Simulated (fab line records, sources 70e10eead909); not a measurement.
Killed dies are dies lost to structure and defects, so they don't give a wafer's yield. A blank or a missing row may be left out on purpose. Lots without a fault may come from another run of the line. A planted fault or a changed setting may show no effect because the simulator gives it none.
fab line records | flow nand_harc
record lots=6 wafers=18 last_day=35
route steps=1302 shown A_WL_FILL@954 END@1302
lots that met no fault: from a run of the same line without faults
start_h: hours from the record's first day to the start of the lot's first wafer shown | wait_h: hours since the lot's step before | " the same as in the row above | L1.1+2: a row that stands for several wafers | - no value, or no start given | * or withheld: withheld | < > ~ a bound
route shown NAME@n: a module of which the file shows steps, and the number in the route of the first | usual: mean/standard deviation of fault-free wafers | same: alike in all rows | chamber/n: place in a boat | sites: the reading at each site | _std_site: their standard deviation | _edge_site: outer sites' mean less inner sites' | radius_mm: how far each site lies from the wafer's centre | mask NAME#n: copy n | behind: the tool/chamber that last shaped the wafer | hold: why the lot was held/for how many hours/how that ended | device: the transistor (n, p or np) that didn't switch | end of line: the same wafers' tests at the end of the route | a step without rows: its recipe alone | killed: dies lost to structure and defects at the first sort, not the wafer's yield | map: a wafer's dies, x killed, . not, _ none there
set.NAME: the setting as run; set.NAME@STEP: as run at that earlier step | model.NAME: the simulator's own value behind a step, which no gauge read
lots at some steps of the route; a table a step, a row a wafer
services: from which hour (start_h, from the record's first day; less than 0 if before it) a tool's chamber was out of use, for how many hours, and why
## steps
# step NHARC_A_WL_FILL_ALD_02
# recipe target_thk_a=20 pulse_time_s=3 ald_cycles=100 temp_c=450 material=TiN
# usual heater_power_w=1021/99 precursor_pulse_height_rel=0.998/0.02
# same pulse_time_s=3
# columns lot.wafer tool chamber start_h wait_h heater_power_w precursor_pulse_height_rel since_wet_clean_h
L856.4 ald_metal-01 2 566.86 0.1 1112 0.991 31
L856.2 " 3 " " 945 0.997 31
L856.5 " 1 " " 1106 1.020 -
L858.3 ald_metal-04 0 585.11 0.1 1003 1.010 101
L858.5 " 0 " " 1002 0.940 -
L858.6 " 1 " " 1030 1.009 -
L860.2 ald_metal-03 2 599.33 0.2 954 1.004 21
L860.1 " 1 " " 1197 1.022 21
L860.5 " 2 " " 941 1.006 -
L861.2 ald_metal-04 0 603.74 0.2 995 0.994 120
L861.6 " 2 " " 972 1.007 -
L861.5 " 3 " " 865 0.986 -
L871.4 ald_metal-04 3 696.55 0.1 838 1.001 35
L871.2 " 0 " " 1054 0.966 35
L871.1 " 1 " " 1034 0.998 35
L872.1 ald_metal-01 2 732.00 0.2 1143 1.007 18
L872.4 " 0 " " 998 0.978 18
L872.5 " 2 " " 1113 0.977 -
# step NHARC_A_WL_FILL_CVD_03
# recipe target_thk_a=400 temp_c=300 pressure_torr=40 wf6_flow_sccm=40 h2_flow_sccm=1600 ar_flow_sccm=1560 time_s=279 material=W
# step NHARC_A_WL_FILL_ETCHBACK_04
# recipe target_depth_a=600 time_s=120 chemistry=NF3
# usual drypump_motor_current_A=5.4/0.45 oes_product_au=0.997/0.0093
# columns lot.wafer tool chamber start_h wait_h drypump_motor_current_A oes_product_au rf_hours_counter_h
L856.2 rie_metal-01 0 567.63 0.3 5.0 1.004 2.5
L856.4 " 0 " " 5.0 0.993 -
L856.5 " 1 " " 5.5 1.017 -
L858.3 rie_metal-01 1 585.98 0.3 5.4 1.003 -
L858.6 " 1 " " 5.5 1.007 -
L858.5 " 0 " " 5.0 1.010 -
L860.2 rie_metal-01 0 600.21 0.3 5.0 1.008 0.3
L860.1 " 1 " " 5.4 1.010 0.3
L860.5 " 1 " " 5.4 1.010 -
L861.2 rie_metal-02 0 604.51 0.4 5.9 0.995 2.0
L861.5 " 1 " " 6.2 0.994 -
L861.6 " 0 " " 5.9 1.001 -
L871.1 rie_metal-01 0 697.36 0.3 5.0 0.998 1.5
L871.2 " 1 " " 5.5 1.015 1.5
L871.4 " 1 " " 5.5 1.016 -
L872.1 rie_metal-03 1 732.85 0.4 4.9 0.989 0.5
L872.4 " 0 " " 5.5 0.994 -
L872.5 " 1 " " 4.9 0.986 -
# step NHARC_A_WL_FILL_ETCHBACK_05
# recipe target_depth_a=220 time_s=60 temp_c=40 chemistry=Cl2/BCl3
# usual drypump_motor_current_A=5.4/0.45 oes_product_au=0.999/0.0099
# columns lot.wafer tool chamber start_h wait_h drypump_motor_current_A oes_product_au rf_hours_counter_h
L856.2 rie_metal-01 1 567.87 0.2 5.4 1.015 2.6
L856.4 " 1 " " 5.4 1.012 -
L856.5 " 1 " " 5.4 1.016 -
L858.3 rie_metal-01 0 586.18 0.2 5.0 1.008 -
L858.6 " 0 " " 5.0 1.008 -
L858.5 " 1 " " 5.4 1.002 -
L860.1 rie_metal-01 1 600.45 0.2 5.4 1.014 0.4
L860.2 " 0 " " 5.0 1.014 0.4
L860.5 " 0 " " 5.0 1.012 -
L861.2 rie_metal-02 1 604.72 0.2 6.2 1.000 2.1
L861.6 " 1 " " 6.2 0.999 -
L861.5 " 0 " " 5.9 1.013 -
L871.2 rie_metal-01 1 697.60 0.2 5.5 1.012 1.7
L871.1 " 0 " " 5.0 1.005 1.7
L871.4 " 0 " " 5.0 1.000 -
L872.1 rie_metal-03 1 733.06 0.2 4.9 0.995 0.6
L872.4 " 0 " " 5.5 1.005 -
L872.5 " 1 " " 4.9 0.994 -
# step NHARC_A_WL_FILL_STRIP_27
# recipe power_w=1500 temp_c=250 time_s=20 chemistry=N2/H2
# usual drypump_motor_current_A=5.91/0.27 heater_power_w=340/29
# columns lot.wafer tool chamber start_h wait_h drypump_motor_current_A heater_power_w rf_hours_counter_h
L856.2 plasma_asher-01 0 568.04 0.2 5.81 307 11
L856.4 " 1 " " 6.26 370 -
L856.5 " 0 " " 5.79 317 -
L858.3 plasma_asher-01 1 586.34 0.1 6.25 374 -
L858.6 " 1 " " 6.25 374 -
L858.5 " 0 " " 5.79 300 -
L860.1 plasma_asher-01 1 600.59 0.1 6.24 388 22
L860.2 " 0 " " 5.77 307 22
L860.5 " 1 " " 6.27 371 -
L861.2 plasma_asher-01 1 604.90 0.2 6.21 380 25
L861.6 " 0 " " 5.79 305 -
L861.5 " 1 " " 6.21 375 -
L871.2 plasma_asher-02 1 697.74 0.1 5.52 328 15
L871.1 " 0 " " 5.66 341 15
L871.4 " 0 " " 5.66 336 -
L872.1 plasma_asher-01 1 733.19 0.1 6.23 341 6
L872.4 " 0 " " 5.79 290 -
L872.5 " 1 " " 6.23 351 -
# step NHARC_A_WL_FILL_STRIP_28
# recipe time_s=1200 temp_c=72.5 chemistry=post_etch_residue_remover
# step NHARC_A_WL_FILL_PRECLEAN_06
# recipe time_s=300 chemistry=DIW
# step NHARC_A_WL_FILL_SRD_07
# step NHARC_A_WL_FILL_ANNEAL_08
# recipe temp_c=450 time_s=1800
# step NHARC_A_WL_FILL_ALD_10
# recipe target_thk_a=500 pulse_time_s=10 ald_cycles=500 temp_c=300 material=SiO2
# step NHARC_A_WL_FILL_ETCHBACK_16
# recipe target_depth_a=1200 time_s=24 c4f8_flow_sccm=withheld o2_flow_sccm=8 ar_flow_sccm=withheld rf_w=600 bias_w=800 chemistry=C4F8/O2/Ar
# usual oes_product_au=0.977/0.03 rf_vpp_V=723/4.2
# columns lot.wafer tool chamber start_h wait_h oes_product_au rf_hours_counter_h rf_vpp_V
L856.4 rie_diel-07 0 578.48 - 0.915 3.2 719
L856.2 " 2 " " 0.916 3.2 730
L856.5 " 1 " " 0.920 - 717
L858.3 rie_diel-07 3 596.20 - 0.982 3.8 725
L858.6 " 3 " " 0.980 - 726
L858.5 " 0 " " 0.998 - 718
L860.2 rie_diel-07 3 610.36 - 0.963 3.9 725
L860.1 " 0 " " 1.169 3.8 719
L860.5 " 3 " " 0.986 - 727
L861.2 rie_diel-07 0 614.59 - 1.186 4.0 719
L861.6 " 3 " " 0.989 - 725
L861.5 " 0 " " 1.190 - 719
L871.4 rie_diel-13 3 707.41 - 0.990 0 721
L871.1 " 1 " " 1.013 0 729
L871.2 " 2 " " 1.010 0 722
L872.4 rie_diel-02 0 743.62 - 0.981 8.3 728
L872.1 " 1 " " 0.999 8.3 719
L872.5 " 0 " " 0.981 - 726
# step NHARC_A_WL_FILL_STRIP_29
# recipe time_s=20 o2_flow_sccm=500 ar_flow_sccm=0 bias_w=0 chemistry=O2
# usual drypump_motor_current_A=5.63/0.24 oes_product_au=0.997/0.0097 rf_vpp_V=57.9/0.87 showerhead_plenum_p_Torr=3.51/0.14 throttle_valve_pct=17.036/0.0089
# columns lot.wafer tool chamber start_h wait_h drypump_motor_current_A oes_product_au rf_hours_counter_h rf_vpp_V showerhead_plenum_p_Torr throttle_valve_pct
L856.2 rie_diel-07 2 578.58 0.1 5.25 0.998 3.2 57.6 3.76 17.038
L856.4 " 0 " " 5.53 1.004 3.2 57.7 3.38 17.034
L856.5 " 2 " " 5.25 0.996 - 58.0 3.76 17.041
L858.3 rie_diel-07 1 596.30 0.1 5.49 1.005 3.7 58.1 3.35 17.031
L858.6 " 1 " " 5.50 1.018 - 58.0 3.35 17.043
L858.5 " 2 " " 5.26 0.990 - 57.2 3.76 17.038
L860.2 rie_diel-07 2 610.46 0.1 5.25 0.996 3.9 58.1 3.76 17.015
L860.1 " 1 " " 5.51 1.000 3.8 58.4 3.35 17.028
L860.5 " 3 " " 5.71 0.983 - 57.0 3.60 17.053
L861.2 rie_diel-07 0 614.68 0.1 5.55 0.996 4.0 57.4 3.38 17.035
L861.6 " 2 " " 5.27 0.987 - 58.3 3.76 17.041
L861.5 " 3 " " 5.69 0.985 - 58.5 3.60 17.035
L871.4 rie_diel-13 0 707.51 0.1 5.89 0.998 0.0 57.3 3.36 17.034
L871.1 " 1 " " 5.66 1.003 0.0 58.5 3.68 17.031
L871.2 " 2 " " 6.14 1.013 0.0 57.3 3.45 17.043
L872.4 rie_diel-02 2 743.71 0.1 5.72 0.978 8.3 59.6 3.46 17.021
L872.1 " 3 " " 5.73 0.992 8.4 58.0 3.51 17.046
L872.5 " 2 " " 5.70 0.996 - 56.7 3.46 17.043
# step NHARC_END_SORT_01
# recipe temp_c=25
# usual killed_at_array=54/18 killed_at_other=0.9/1.2 killed_at_periphery=4.4/2.9 killed_dies=59/18 killed_open=3.2/1.8 killed_short=2.6/1.8
# same gross_dies=677
# columns lot.wafer tool chamber start_h wait_h killed_at_array killed_at_other killed_at_periphery killed_dies killed_open killed_short
L860.1 prober-01 0 712.55 2.5 57 0 3 60 4 1
L860.2 prober-01 0 713.36 2.8 56 1 1 58 2 8
L860.5 prober-01 0 715.79 3.7 51 1 2 54 2 0
L858.3 prober-02 0 714.14 3.1 66 0 0 66 4 1
L858.5 prober-02 0 715.73 3.7 66 0 1 67 3 1
L858.6 prober-02 0 716.53 4.0 52 1 3 56 1 2
L861.2 prober-01 0 721.26 2.8 41 0 3 44 4 3
L861.5 prober-01 0 723.67 3.7 57 1 4 62 5 3
L861.6 prober-01 0 724.47 4.0 62 0 3 65 6 3
L871.1 prober-02 0 791.76 2.5 69 1 1 71 1 3
L871.2 prober-02 0 792.57 2.8 76 2 1 79 8 2
L871.4 prober-02 0 794.19 3.4 91 0 7 98 3 3
# killed by level:class
L860.1 A_CHANNEL_HOLE_D2:chamber_film_flake=22 A_CHANNEL_HOLE_D1:chamber_film_flake=21 A_STAIRCASE:chamber_film_flake=4 A_CONTACT:chamber_film_flake=2 P_M0:geometric_particle:open=1 A_CHANNEL_HOLE_D2:geometric_particle:open=1 A_CHANNEL_FILL_D2:geometric_particle:short=1 A_SGD_CUT:geometric_particle:open=1
L860.2 A_CHANNEL_HOLE_D2:chamber_film_flake=20 A_CHANNEL_HOLE_D1:chamber_film_flake=15 A_CHANNEL_FILL_D1:chamber_film_flake=3 A_STAIRCASE:chamber_film_flake=3 A_ONON_D1:geometric_particle:short=2 A_WL_FILL:geometric_particle:short=2 A_CONTACT:chamber_film_flake=2 A_BLC:chamber_film_flake=2
L858.3 A_SLIT:chamber_film_flake=26 A_CHANNEL_HOLE_D2:chamber_film_flake=21 A_CHANNEL_HOLE_D1:chamber_film_flake=5 A_WL_FILL:chamber_film_flake=5 A_M0:geometric_particle:open=2 A_CHANNEL_HOLE_D1:geometric_particle:open=1 A_DECK1_JOINT:geometric_particle:short=1 A_WL_FILL:geometric_particle:open=1
L858.5 A_SLIT:chamber_film_flake=37 A_CHANNEL_HOLE_D2:chamber_film_flake=20 A_CHANNEL_HOLE_D1:chamber_film_flake=3 A_CHANNEL_HOLE_D1:geometric_particle:open=2 A_ONON_D2:geometric_particle:short=1 A_CONTACT:geometric_particle:open=1 P_STI:chamber_film_flake=1 A_CHANNEL_FILL_D1:chamber_film_flake=1
L860.5 A_CHANNEL_HOLE_D2:chamber_film_flake=25 A_CHANNEL_HOLE_D1:chamber_film_flake=16 A_STAIRCASE:chamber_film_flake=3 A_CHANNEL_FILL_D1:chamber_film_flake=2 A_CONTACT:chamber_film_flake=2 P_GATE:geometric_particle:open=1 A_BLC:geometric_particle:open=1 P_M2:chamber_film_flake=1
L858.6 A_SLIT:chamber_film_flake=27 A_CHANNEL_HOLE_D2:chamber_film_flake=16 A_BLC:chamber_film_flake=2 A_DECK1_JOINT:geometric_particle:short=1 A_SGD_CUT:geometric_particle:short=1 A_M1:geometric_particle:open=1 P_ZERO_WELL:chamber_film_flake=1 P_STI:chamber_film_flake=1
L861.2 A_CHANNEL_HOLE_D2:chamber_film_flake=22 A_CHANNEL_HOLE_D1:chamber_film_flake=4 A_STAIRCASE:chamber_film_flake=3 A_CHANNEL_HOLE_D2:geometric_particle:open=2 A_SLIT:chamber_film_flake=2 A_CONTACT:chamber_film_flake=2 P_CONTACT:geometric_particle:short=1 A_SOURCE_PLATE:geometric_particle:open=1
L861.5 A_CHANNEL_HOLE_D2:chamber_film_flake=23 A_CONTACT:chamber_film_flake=8 A_STAIRCASE:chamber_film_flake=7 A_SLIT:chamber_film_flake=6 A_CHANNEL_HOLE_D1:chamber_film_flake=5 A_M0:geometric_particle:open=2 P_GATE:geometric_particle:open=1 P_CONTACT:geometric_particle:short=1
L861.6 A_CHANNEL_HOLE_D2:chamber_film_flake=24 A_CHANNEL_HOLE_D1:chamber_film_flake=7 A_SLIT:chamber_film_flake=7 A_CONTACT:chamber_film_flake=7 A_STAIRCASE:chamber_film_flake=6 A_WL_FILL:chamber_film_flake=3 A_WL_FILL:geometric_particle:open=2 P_M1:geometric_particle:open=1
L871.1 A_SLIT:chamber_film_flake=18 A_CHANNEL_HOLE_D2:chamber_film_flake=18 A_CHANNEL_HOLE_D1:chamber_film_flake=10 A_M1:chamber_film_flake=9 A_STAIRCASE:chamber_film_flake=3 A_WL_FILL:chamber_film_flake=3 A_CONTACT:chamber_film_flake=3 A_ONON_D1:geometric_particle:short=2
L871.2 A_SLIT:chamber_film_flake=24 A_CHANNEL_HOLE_D2:chamber_film_flake=18 A_CHANNEL_HOLE_D1:chamber_film_flake=12 A_M1:chamber_film_flake=6 A_STAIRCASE:chamber_film_flake=3 A_ONON_D1:geometric_particle:open=2 A_CONTACT:chamber_film_flake=2 A_ONON_D1:geometric_particle:short=1
L871.4 A_SLIT:chamber_film_flake=34 A_CHANNEL_HOLE_D2:chamber_film_flake=29 A_CHANNEL_HOLE_D1:chamber_film_flake=7 A_WL_FILL:chamber_film_flake=4 A_DECK1_JOINT:chamber_film_flake=4 A_CONTACT:chamber_film_flake=4 A_STAIRCASE:chamber_film_flake=3 P_ZERO_WELL:chamber_film_flake=2
## services
# columns tool chamber start_h hours kind
plasma_asher-02 - 547.96 59.8 repair
rie_diel-02 0 550.30 3.8 repair
rie_diel-07 0 557.99 7.8 repair
rie_diel-02 - 570.70 9.0 pm
rie_metal-01 - 575.00 9.0 pm
rie_diel-13 2 587.17 4.7 repair
rie_diel-02 - 610.24 0.6 repair
rie_diel-07 1 618.78 10.1 repair
rie_metal-01 0 626.91 3.8 repair
rie_metal-02 - 631.00 9.0 pm
rie_diel-07 0 633.67 32.4 repair
rie_diel-07 - 648.20 9.0 pm
ald_metal-04 - 652.00 10.0 pm
rie_diel-02 0 655.16 3.5 repair
rie_metal-01 - 664.09 0.8 repair
ald_metal-01 1 689.02 14.9 repair
plasma_asher-01 - 696.00 9.0 pm
rie_diel-13 - 696.00 9.0 pm
rie_metal-03 - 696.18 9.0 pm
ald_metal-01 - 704.00 10.0 pm
rie_metal-03 - 705.18 0.6 repair
ald_metal-04 2 717.26 27.2 repair
rie_diel-07 2 738.04 4.4 repair
plasma_asher-01 - 738.68 0.5 repair
## key
first_sign step=NHARC_A_WL_FILL_ETCHBACK_16 reading=oes_product_au direction=up sigmas=6.9 usual=0.977 struck=1.182
effect none on later readings
met_at NHARC_A_WL_FILL_ETCHBACK_16
struck_wafers L860.1,L861.2,L861.5
tester_left_out L860,L861
onset_between 596.20 610.36
fault kind=process_parameter_drift tool=rie_diel-07 chamber=0 onset_h=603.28 steps=NHARC_A_WL_FILL_ETCHBACK_16 channel=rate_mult offset=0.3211 shape=step end_h=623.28
# tester_left_out: of these lots the tester's yield and bins aren't shown, on N5 and GAA mostly nor the transistor test; their killed dies are dies lost to structure and defects alone, not to doping, threshold or leakage, so they don't give the yield
